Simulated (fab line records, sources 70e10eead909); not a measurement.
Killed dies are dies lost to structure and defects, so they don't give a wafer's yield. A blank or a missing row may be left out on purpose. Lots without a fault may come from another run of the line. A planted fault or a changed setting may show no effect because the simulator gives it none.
fab line records | flow nand_harc
record lots=13 wafers=39 last_day=33
route steps=1302 shown P_ZERO_WELL@59 P_STI@100 P_GATE@119 END@1302
lots that met no fault: from a run of the same line without faults
start_h: hours from the record's first day to the start of the lot's first wafer shown | wait_h: hours since the lot's step before | " the same as in the row above | L1.1+2: a row that stands for several wafers | - no value, or no start given | * or withheld: withheld | < > ~ a bound
route shown NAME@n: a module of which the file shows steps, and the number in the route of the first | usual: mean/standard deviation of fault-free wafers | same: alike in all rows | chamber/n: place in a boat | sites: the reading at each site | _std_site: their standard deviation | _edge_site: outer sites' mean less inner sites' | radius_mm: how far each site lies from the wafer's centre | mask NAME#n: copy n | behind: the tool/chamber that last shaped the wafer | hold: why the lot was held/for how many hours/how that ended | device: the transistor (n, p or np) that didn't switch | end of line: the same wafers' tests at the end of the route | a step without rows: its recipe alone | killed: dies lost to structure and defects at the first sort, not the wafer's yield | map: a wafer's dies, x killed, . not, _ none there
set.NAME: the setting as run; set.NAME@STEP: as run at that earlier step | model.NAME: the simulator's own value behind a step, which no gauge read
steps of the route over a sample of lots; a table a step, a row a wafer
services: from which hour (start_h, from the record's first day; less than 0 if before it) a tool's chamber was out of use, for how many hours, and why
## steps
# step NHARC_P_ZERO_WELL_CD_MEAS_52
# recipe target_cd_nm=2000 landing_energy_ev=500
# usual cd_nm=2000.0/1.2
# columns lot.wafer tool chamber start_h wait_h cd_nm
L282.1 cd_sem-02 0 25.69 - 2001.4
L282.3 " 0 " " 1998.8
L282.6 " 0 " " 2000.7
L284.1 cd_sem-02 0 45.94 - 2000.2
L284.2 " 0 " " 1999.7
L284.3 " 0 " " 2000.0
L285.1 cd_sem-02 0 55.73 - 2000.2
L285.4 " 0 " " 2000.3
L285.5 " 0 " " 1999.9
L286.2 cd_sem-03 0 65.78 - 2000.3
L286.3 " 0 " " 1999.4
L286.5 " 0 " " 1999.2
L288.1 cd_sem-02 0 85.79 - 1999.5
L288.2 " 0 " " 2000.9
L288.5 " 0 " " 2000.7
L290.1 cd_sem-01 0 105.65 - 2001.2
L290.4 " 0 " " 2000.8
L290.6 " 0 " " 2001.7
L297.1 cd_sem-01 0 175.68 - 2001.5
L297.3 " 0 " " 2001.1
L297.4 " 0 " " 2001.8
L299.1 cd_sem-03 0 195.75 - 1998.7
L299.3 " 0 " " 2000.5
L299.4 " 0 " " 1999.3
L300.2 cd_sem-01 0 205.60 - 1999.8
L300.4 " 0 " " 1999.6
L300.6 " 0 " " 2000.9
L301.1 cd_sem-02 0 215.67 - 1997.2
L301.5 " 0 " " 1999.1
L301.6 " 0 " " 1999.6
L302.2 cd_sem-02 0 226.58 - 1998.1
L302.5 " 0 " " 1998.6
L302.6 " 0 " " 1998.3
L303.1 cd_sem-01 0 235.65 - 1999.4
L303.4 " 0 " " 1999.4
L303.5 " 0 " " 2000.6
L305.1 cd_sem-02 0 256.01 - 2000.4
L305.2 " 0 " " 2000.3
L305.6 " 0 " " 1999.4
# step NHARC_P_STI_CMP_21
# recipe t_overpolish_s=20 target_thk_nm=380.67
# usual motor_current_A=11.4/0.88 overpolish_run_s=20.002/0.0095
# columns lot.wafer tool chamber start_h wait_h motor_current_A overpolish_run_s
L282.3 cmp-02 0 62.16 0.4 11.3 20.004
L282.1 " 1 " " 12.1 19.992
L282.6 " 1 " " 12.4 20.012
L284.3 cmp-03 1 83.42 0.4 11.9 20.005
L284.2 " 2 " " 11.0 20.003
L284.1 " 0 " " 10.1 20.004
L285.4 cmp-04 2 95.01 0.4 10.4 19.995
L285.1 " 0 " " 10.6 20.016
L285.5 " 3 " " 12.8 19.981
L286.2 cmp-02 2 102.11 0.4 10.7 19.994
L286.3 " 0 " " 10.4 20.018
L286.5 " 2 " " 10.7 19.974
L288.1 cmp-02 3 123.71 0.4 12.9 20.002
L288.2 " 0 " " 11.0 19.986
L288.5 " 3 " " 12.3 19.993
L290.1 cmp-02 3 145.66 0.4 12.3 19.994
L290.4 " 1 " " 12.2 19.991
L290.6 " 3 " " 12.3 20.010
L297.4 cmp-02 0 212.56 0.4 11.2 19.999
L297.1 " 1 " " 12.7 20.001
L297.3 " 2 " " 11.0 19.997
L299.1 cmp-04 1 234.61 0.4 11.1 19.998
L299.4 " 2 " " 10.1 20.000
L299.3 " 3 " " 12.5 20.006
L300.2 cmp-04 0 253.26 0.4 11.0 20.012
L300.4 " 1 " " 11.1 20.012
L300.6 " 3 " " 12.8 19.993
L302.2 cmp-04 2 269.04 0.4 10.8 19.994
L302.5 " 2 " " 10.3 20.017
L302.6 " 3 " " 12.3 20.002
L303.1 cmp-02 3 269.09 0.4 13.0 20.004
L303.4 " 0 " " 11.2 20.012
L303.5 " 1 " " 12.5 19.984
L301.1 cmp-03 2 269.18 0.5 10.5 20.005
L301.6 " 1 " " 11.4 20.000
L301.5 " 2 " " 10.8 20.002
L305.2 cmp-03 0 293.23 0.4 10.2 19.992
L305.1 " 2 " " 11.4 20.017
L305.6 " 3 " " 11.8 19.993
# step NHARC_P_GATE_EXPOSE_08
# recipe na=0.6 dose_mj=16.75 mask_id=P_HV
# usual reticle_temp_C=22.96/0.1 stage_vel_mm_s=500.01/0.24
# columns lot.wafer tool chamber start_h wait_h mask reticle_temp_C stage_vel_mm_s
L282.1 krf_scanner-01 0 78.31 - P_HV#0 22.95 499.92
L282.3 " 0 " " P_HV#0 22.87 499.54
L282.6 " 0 " " P_HV#0 22.83 499.81
L284.1 krf_scanner-03 0 100.86 - P_HV#0 23.08 500.19
L284.2 " 0 " " P_HV#0 23.03 500.58
L284.3 " 0 " " P_HV#0 23.08 500.38
L285.1 krf_scanner-03 0 111.83 - P_HV#0 22.86 499.93
L285.4 " 0 " " P_HV#0 22.95 499.82
L285.5 " 0 " " P_HV#0 23.02 499.81
L286.2 krf_scanner-01 0 118.38 - P_HV#0 23.10 500.14
L286.3 " 0 " " P_HV#0 23.09 499.73
L286.5 " 0 " " P_HV#0 23.04 499.98
L288.1 krf_scanner-03 0 141.79 - P_HV#0 22.85 500.21
L288.2 " 0 " " P_HV#0 22.92 500.13
L288.5 " 0 " " P_HV#0 23.05 500.10
L290.1 krf_scanner-03 0 162.29 - P_NSD#0 23.07 499.94
L290.4 " 0 " " P_NSD#0 22.91 499.97
L290.6 " 0 " " P_NSD#0 22.97 499.68
L297.1 krf_scanner-03 0 230.84 - P_HV#0 22.84 499.97
L297.3 " 0 " " P_HV#0 22.99 499.43
L297.4 " 0 " " P_HV#0 22.93 499.77
L299.1 krf_scanner-03 0 256.65 - P_HV#0 22.91 499.90
L299.3 " 0 " " P_HV#0 22.83 499.91
L299.4 " 0 " " P_HV#0 22.94 500.04
L300.2 krf_scanner-03 0 269.62 - P_HV#0 22.85 500.05
L300.4 " 0 " " P_HV#0 23.00 499.53
L300.6 " 0 " " P_HV#0 23.00 500.13
L301.1 krf_scanner-03 0 284.93 - P_HV#0 23.21 499.91
L301.5 " 0 " " P_HV#0 23.13 499.84
L301.6 " 0 " " P_HV#0 23.04 500.08
L302.2 krf_scanner-01 0 285.09 - P_HV#0 23.09 499.93
L302.5 " 0 " " P_HV#0 23.05 500.24
L302.6 " 0 " " P_HV#0 23.10 500.24
L303.1 krf_scanner-02 0 285.25 - P_HV#0 22.89 499.98
L303.4 " 0 " " P_HV#0 22.83 499.83
L303.5 " 0 " " P_HV#0 22.89 500.15
L305.1 krf_scanner-03 0 309.87 - P_HV#0 23.13 500.06
L305.2 " 0 " " P_HV#0 23.03 500.23
L305.6 " 0 " " P_HV#0 23.06 499.90
# step NHARC_P_GATE_CD_MEAS_11
# recipe target_cd_nm=1640 landing_energy_ev=500
# usual cd_nm=1640.7/1.2
# columns lot.wafer tool chamber start_h wait_h cd_nm
L282.1 cd_sem-01 0 78.47 - 1641.3
L282.3 " 0 " " 1643.3
L282.6 " 0 " " 1640.5
L284.1 cd_sem-01 0 101.02 - 1640.1
L284.2 " 0 " " 1641.6
L284.3 " 0 " " 1639.5
L285.1 cd_sem-02 0 111.99 - 1639.6
L285.4 " 0 " " 1640.9
L285.5 " 0 " " 1640.4
L286.2 cd_sem-03 0 118.54 - 1643.6
L286.3 " 0 " " 1642.7
L286.5 " 0 " " 1642.5
L288.1 cd_sem-03 0 141.95 - 1641.6
L288.2 " 0 " " 1639.7
L288.5 " 0 " " 1640.5
L290.1 cd_sem-03 0 162.45 - -
L290.4 " 0 " " -
L290.6 " 0 " " -
L297.1 cd_sem-03 0 231.00 - 1637.5
L297.3 " 0 " " 1638.3
L297.4 " 0 " " 1638.8
L299.1 cd_sem-03 0 256.81 - 1638.4
L299.3 " 0 " " 1640.7
L299.4 " 0 " " 1639.0
L300.2 cd_sem-01 0 269.77 - 1641.2
L300.4 " 0 " " 1641.6
L300.6 " 0 " " 1640.5
L301.1 cd_sem-03 0 285.08 - 1642.2
L301.5 " 0 " " 1640.7
L301.6 " 0 " " 1640.3
L302.2 cd_sem-01 0 285.25 - 1642.2
L302.5 " 0 " " 1643.0
L302.6 " 0 " " 1642.7
L303.1 cd_sem-03 0 285.41 - 1641.0
L303.4 " 0 " " 1639.4
L303.5 " 0 " " 1639.5
L305.1 cd_sem-02 0 310.02 - 1641.4
L305.2 " 0 " " 1642.0
L305.6 " 0 " " 1640.9
# step NHARC_P_GATE_CD_MEAS_26
# recipe target_cd_nm=120 landing_energy_ev=500
# usual cd_nm=120.0/0.48
# columns lot.wafer tool chamber start_h wait_h cd_nm
L282.1 cd_sem-02 0 93.00 - 120.3
L282.3 " 0 " " 120.8
L282.6 " 0 " " 119.9
L284.1 cd_sem-02 0 114.80 - 120.0
L284.2 " 0 " " 120.2
L284.3 " 0 " " 119.8
L285.1 cd_sem-02 0 130.15 - 119.4
L285.4 " 0 " " 119.7
L285.5 " 0 " " 120.2
L286.2 cd_sem-01 0 134.49 - 120.7
L286.3 " 0 " " 119.8
L286.5 " 0 " " 119.9
L288.1 cd_sem-02 0 155.78 - 119.4
L288.2 " 0 " " 119.8
L288.5 " 0 " " 119.6
L290.1 cd_sem-01 0 178.43 - 119.5
L290.4 " 0 " " 119.6
L290.6 " 0 " " 119.6
L297.1 cd_sem-01 0 251.89 - 120.1
L297.3 " 0 " " 121.0
L297.4 " 0 " " 120.0
L299.1 cd_sem-02 0 270.98 - 119.6
L299.3 " 0 " " 119.7
L299.4 " 0 " " 119.6
L300.2 cd_sem-01 0 287.06 - 120.1
L300.4 " 0 " " 120.2
L300.6 " 0 " " 120.1
L302.2 cd_sem-02 0 298.86 - 119.7
L302.5 " 0 " " 119.7
L302.6 " 0 " " 120.1
L303.1 cd_sem-01 0 299.01 - 120.6
L303.4 " 0 " " 119.9
L303.5 " 0 " " 120.3
L301.1 cd_sem-01 0 299.64 - 119.7
L301.5 " 0 " " 119.9
L301.6 " 0 " " 119.6
L305.1 cd_sem-03 0 325.69 - 120.2
L305.2 " 0 " " 119.7
L305.6 " 0 " " 119.6
# step NHARC_END_SORT_01
# recipe temp_c=25
# usual killed_at_array=52/16 killed_at_other=0.8/1.1 killed_at_periphery=4.2/2.5 killed_dies=57/16 killed_open=3.4/2 killed_short=2.6/1.6
# same gross_dies=677
# columns lot.wafer tool chamber start_h wait_h killed_at_array killed_at_other killed_at_periphery killed_dies killed_open killed_short
L290.1 prober-02 0 634.31 2.5 58 5 614 677 3 3
L290.4 prober-02 0 636.68 3.4 42 5 630 677 3 2
L290.6 prober-02 0 638.26 4.0 45 4 628 677 7 6
# killed by level:class
L290.1 P_GATE:area_expose=611 A_CHANNEL_HOLE_D1:chamber_film_flake=32 A_CHANNEL_HOLE_D2:chamber_film_flake=12 THIN_TSV:chamber_film_flake=5 A_STAIRCASE:chamber_film_flake=4 A_CHANNEL_FILL_D2:geometric_particle:short=3 A_CONTACT:chamber_film_flake=3 A_DECK1_JOINT:geometric_particle:open=2
L290.4 P_GATE:area_expose=626 A_CHANNEL_HOLE_D1:chamber_film_flake=18 A_CHANNEL_HOLE_D2:chamber_film_flake=8 THIN_TSV:chamber_film_flake=5 A_CONTACT:chamber_film_flake=4 A_STAIRCASE:chamber_film_flake=4 P_GATE:geometric_particle:open=2 P_STI:chamber_film_flake=2
L290.6 P_GATE:area_expose=623 A_CHANNEL_HOLE_D1:chamber_film_flake=20 A_CHANNEL_HOLE_D2:chamber_film_flake=8 A_STAIRCASE:chamber_film_flake=4 THIN_TSV:chamber_film_flake=4 A_CHANNEL_FILL_D1:chamber_film_flake=3 A_CHANNEL_FILL_D2:geometric_particle:short=2 A_BLC:geometric_particle:open=2
## services
# columns tool chamber start_h hours kind
krf_scanner-03 - 41.15 0.5 repair
krf_scanner-03 - 52.00 4.0 pm
cmp-02 - 52.88 1.4 repair
cmp-03 - 64.05 4.0 pm
cmp-04 - 77.84 2.6 repair
cmp-03 - 88.27 2.0 repair
cmp-04 - 97.51 0.3 repair
cmp-04 - 111.00 4.0 pm
cmp-04 - 119.17 2.3 repair
cmp-02 - 134.51 4.0 pm
krf_scanner-01 - 140.00 4.0 pm
cmp-03 - 162.05 4.0 pm
cmp-02 - 176.94 2.0 repair
cmp-03 - 201.72 1.2 repair
cmp-02 - 204.66 1.6 repair
cmp-04 - 209.11 4.0 pm
cmp-03 - 218.32 3.2 repair
krf_scanner-03 - 224.00 4.0 pm
cmp-04 - 228.53 3.6 repair
cmp-02 - 232.51 4.0 pm
cmp-02 - 242.53 0.4 repair
cmp-04 - 242.83 1.6 repair
cmp-04 - 263.76 4.8 repair
cmp-04 - 307.11 4.0 pm
## key
first_sign step=NHARC_P_GATE_EXPOSE_08 reading=mask direction=changed
effect step=NHARC_P_GATE_CD_MEAS_11 reading=cd_nm direction=missing
effect step=NHARC_END_SORT_01 reading=killed_at_periphery direction=up sigmas=99+ usual=4.2 struck=624
more_kills_born_at NHARC_P_GATE_EXPOSE_08@krf_scanner-03=1860
met_at NHARC_P_GATE_EXPOSE_08
struck_lots L290
later_rows_left_out L290.1,L290.4,L290.6
tester_left_out L290
not_acting_at NHARC_P_ZERO_WELL_CD_MEAS_52,NHARC_P_STI_CMP_21,NHARC_P_GATE_CD_MEAS_26
onset_between 141.79 162.29
fault kind=wrong_mask tool=any chamber=- onset_h=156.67 steps=NHARC_P_GATE_EXPOSE_08 aux_copy=P_NSD#0 scope=struck_lots_only
# tester_left_out: of these lots the tester's yield and bins aren't shown, on N5 and GAA mostly nor the transistor test; their killed dies are dies lost to structure and defects alone, not to doping, threshold or leakage, so they don't give the yield
# later_rows_left_out: the simulator's readings of these wafers behind a module that went badly wrong aren't trusted and aren't shown, but for the sort
